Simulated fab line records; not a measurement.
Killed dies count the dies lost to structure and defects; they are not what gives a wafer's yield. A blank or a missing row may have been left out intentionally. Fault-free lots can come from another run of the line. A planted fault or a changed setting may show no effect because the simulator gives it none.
Chamber matching | flow nand_harc | rie_diel-02 running NHARC_A_STAIRCASE_STRIP_476: 4 sister chambers
The step strips in O2, time 20 s. 8 wafers are shown with their chamber, then 8 later ones without.

== WAFERS, EACH WITH ITS CHAMBER ==
wafer  | chamber | showerhead_plenum_p_Torr (Torr) | drypump_motor_current_A (A)
L079.1 | 2       | 3.39                            | 5.9
L084.4 | 2       | 3.38                            | 5.9
L084.5 | 0       | 3.54                            | 5.0
L084.6 | 3       | 3.52                            | 6.2
L083.1 | 3       | 3.52                            | 6.1
L083.2 | 1       | 3.64                            | 6.0
L083.5 | 1       | 3.64                            | 6.0
L082.1 | 0       | 3.54                            | 5.1

== WAFERS WHOSE CHAMBER IS MISSING ==
wafer  | showerhead_plenum_p_Torr (Torr) | drypump_motor_current_A (A)
L082.2 | 3.52                            | 6.2
L082.5 | 3.64                            | 6.0
L089.1 | 3.37                            | 5.9
L089.3 | 3.52                            | 6.2
L089.6 | 3.52                            | 6.2
L094.2 | 3.37                            | 5.9
L094.4 | 3.63                            | 6.0
L094.5 | 3.37                            | 5.9

== CHAMBER TAKEN BY EACH ==
wafer  | from the rows above | in truth
L082.2 | 3                   | 3
L082.5 | 1                   | 1
L089.1 | 2                   | 2
L089.3 | 3                   | 3
L089.6 | 3                   | 3
L094.2 | 2                   | 2
L094.4 | 1                   | 1
L094.5 | 2                   | 2
Correct placement for 8 of the 8. Left unplaced by these rows: 0. 0 placed wrongly.
How it was worked out, from the rows above alone: a wafer's distance from a chamber is the root of the sum, over the readings, of the square of ((its reading less the chamber's mean) divided by the reading's scatter). If the next closest chamber is less than 2 further off than the closest, the wafer can't be placed; otherwise it belongs to the closest. For every chamber, the mean is computed from those of its wafers that are shown. How the scatter is found: for the shown wafers, subtract from each reading the mean of its chamber, square and add these, divide the total by (wafers less chambers), then take the root.
